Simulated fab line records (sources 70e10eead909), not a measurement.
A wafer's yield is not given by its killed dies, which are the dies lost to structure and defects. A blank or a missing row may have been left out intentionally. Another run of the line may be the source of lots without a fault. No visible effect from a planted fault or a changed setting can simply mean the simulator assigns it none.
A lot that was struck, set against a sound lot | flow nand-harc | 37 out of 1302 route steps
Sound: these wafers, L294.3, L294.5, L294.6. Wafers L305.1, L305.4, L305.5 were the ones struck. At the end, the cause is stated.
Per side, at each step with rows, come the tool, then ch with its chambers, and then its first start. Under that, the readings that differ: sound wafers | struck wafers | difference of the means | sigmas: that difference in standard deviations of wafers without a fault.
alike: same words and numbers on both sides, and readings whose means sit less than 2 such deviations apart. not compared: any withheld reading, any reading some wafer has no value for, any bound like >300 that may hide the same value, and any number with overlapping values for which the record gives no deviation.
A row with sigmas, a row that says differs or no value, or rows on one side alone: a step with any of these is where the two part. Numbers that have no deviation but don't overlap get no sigmas and don't part them. Lack of a reading on every wafer of one side parts them only where that side has two or more wafers.

first, 5 steps without rows for these wafers: NHARC_A_SGD_CUT_PRECLEAN_18 (cleans in SC1); NHARC_A_SGD_CUT_SRD_19; NHARC_A_SGD_CUT_DEP_20 (deposits SiO2, target thk 150 nm); NHARC_A_SGD_CUT_ANNEAL_27 (time 1800 s); NHARC_A_SGD_CUT_CMP_21 (polishes, target thk 148.19 nm).
NHARC_A_SGD_CUT_THK_MEAS_22: measures by ellipsometry.
  sound on film-metro-01, day 19 05:30; struck on film-metro-02, day 24 02:10
  alike: thk-nm
then, 2 steps without rows for these wafers: NHARC_A_SGD_CUT_SRD_23; NHARC_A_SGD_CUT_ETCH_26 (etches SiO2 in dHF, target depth 45.8 nm).
NHARC_A_SGD_CUT_ETCHBACK_24: etches the open film in CH3F/O2, target depth 50 nm, time 92.857 s.
  sound on rie-diel-02 ch 2,3, day 19 05:43; struck on rie-diel-02 ch 0,2, day 24 02:24
  alike: bias-w, drypump-motor-current-A, oes-product-au, rf-vpp-V, showerhead-plenum-p-Torr, throttle-valve-pct
  not compared: rf-hours-counter-h
NHARC_A_SGD_CUT_STRIP_28: strips in O2, time 20 s.
  sound: rie-diel-02 ch 1,2,3; struck: rie-diel-02 ch 1,3
  alike: drypump-motor-current-A, oes-product-au, rf-vpp-V, showerhead-plenum-p-Torr, throttle-valve-pct
  not compared: rf-hours-counter-h
NHARC_A_SGD_CUT_INSPECT_25:
  sound on defect-inspect-01, day 19 05:58; struck on defect-inspect-01, day 24 02:38
  alike: raw-defect-count
NHARC_A_SLIT_DEP_25: deposits SiO2, target thk 200 nm.
  sound on pecvd-01 ch 0,1, day 19 06:02; struck on pecvd-02 ch 0,1,2, day 24 02:46
  alike: chamber-pressure-Torr, flow-sccm, heater-power-w, mfc-precursor-sccm, throttle-valve-pct
  not compared: since-wet-clean-h
NHARC_A_SLIT_DEP_00: deposits aC, target thk 6200 nm.
  sound on acl-dep-01 ch 0, day 19 09:23; struck on acl-dep-03, day 24 05:20
  reading                | sound                | struck | difference                    | sigmas
  throttle-valve-pct (%) | 34.993 34.994 35.014 | - - -  | no value on the struck wafers |
  not compared: susceptor-temp-C
then, 9 steps without rows for these wafers: NHARC_A_SLIT_DEP_23 (deposits SiON, target thk 100 nm); NHARC_A_SLIT_DEHYDRATE_01 (time 120 s); NHARC_A_SLIT_HMDS_02 (time 30 s); NHARC_A_SLIT_COAT_03 (resist thk 90 nm); NHARC_A_SLIT_SOFTBAKE_04 (time 55 s); NHARC_A_SLIT_EBR_05; NHARC_A_SLIT_EXPOSE_06 (exposes mask SLIT); NHARC_A_SLIT_PEB_07 (peb time 65 s); NHARC_A_SLIT_DEVELOP_08 (develop time 35 s).
NHARC_A_SLIT_CD_MEAS_09: target cd 300 nm.
  sound on cd-sem-01 ch 0, day 19 12:33; struck on cd-sem-02 ch 0, day 24 09:51
  alike: cd-nm
NHARC_A_SLIT_OVL_MEAS_10:
  sound on overlay-01, day 19 12:38; struck on overlay-02, day 24 09:56
  reading           | sound       | struck         | difference | sigmas
  overlay-x-nm (nm) | 0.2 0.8 1.0 | -1.9 -1.7 -2.0 | -2.5       | -3
  alike: overlay-y-nm
NHARC_A_SLIT_INSPECT_11:
  sound on defect-inspect-01, day 19 12:41; struck on defect-inspect-02, day 24 09:58
  alike: raw-defect-count
then, 4 steps without rows for these wafers: NHARC_A_SLIT_DESCUM_14 (chemistry O2, time 3 s); NHARC_A_SLIT_ETCH_24 (etches the open film in CF4/CHF3, target depth 121 nm, time 60.5 s); NHARC_A_SLIT_ETCH_15 (etches the open film in O2/COS, target depth 6200 nm, time 1612 s); NHARC_A_SLIT_ETCH_17 (etches the open film in C4F8/O2/Ar, time 4254.5 s, target depth 20300 nm).
NHARC_A_SLIT_ETCH_26: etches the open film in C4F8/O2/Ar, time 90 s, target depth 400 nm.
  sound on har-etch-02 ch 0,1, day 19 17:40; struck on har-etch-01 ch 1, day 24 14:56
  reading                         | sound          | struck         | difference | sigmas
  he-backside-leak-sccm (sccm)    | 5.8 5.4 5.5    | 6.2 6.4 6.6    | +0.8       | +2
  showerhead-plenum-p-Torr (Torr) | 3.94 3.94 3.96 | 3.46 3.46 3.46 | -0.49      | -3
  alike: drypump-motor-current-A, throttle-valve-pct
  not compared: rf-hours-counter-h
then, 1 step without rows for these wafers: NHARC_A_SLIT_STRIP_28 (strips in O2/COS).
NHARC_A_SLIT_ETCH_29: etches the open film in CF4/O2, target depth 100 nm, overetch 10 nm, time 55 s.
  sound on rie-diel-10 ch 0,1,3, day 19 18:30; struck on rie-diel-08 ch 1,3, day 24 15:49
  alike: bias-w, drypump-motor-current-A, oes-product-au, rf-vpp-V, showerhead-plenum-p-Torr, throttle-valve-pct
  not compared: rf-hours-counter-h
then, 3 steps without rows for these wafers: NHARC_A_SLIT_STRIP_18 (strips in O2); NHARC_A_SLIT_PRECLEAN_19 (cleans in SC1); NHARC_A_SLIT_SRD_20.
NHARC_A_SLIT_CD_MEAS_21:
  sound on cd-sem-01, day 19 19:02; struck on cd-sem-01, day 24 16:22
  reading    | sound             | struck | difference                    | sigmas
  cd-nm (nm) | 289.3 289.2 290.5 | - - -  | no value on the struck wafers |
-- record jumps: 5 days between struck wafers' starts before vs after; left off in module A_SLIT, resumes in module END, first step shown is number 1302 of the route --
NHARC_END_SORT_01:
  only the struck wafers appear in the record here, on prober-02 ch 0 at day 29 05:36; the sound ones have no rows

== WHERE THEY PART ==
At NHARC_A_SLIT_DEP_00 first; at NHARC_END_SORT_01 last (within this record only).

WHY: whatever the simulator had introduced
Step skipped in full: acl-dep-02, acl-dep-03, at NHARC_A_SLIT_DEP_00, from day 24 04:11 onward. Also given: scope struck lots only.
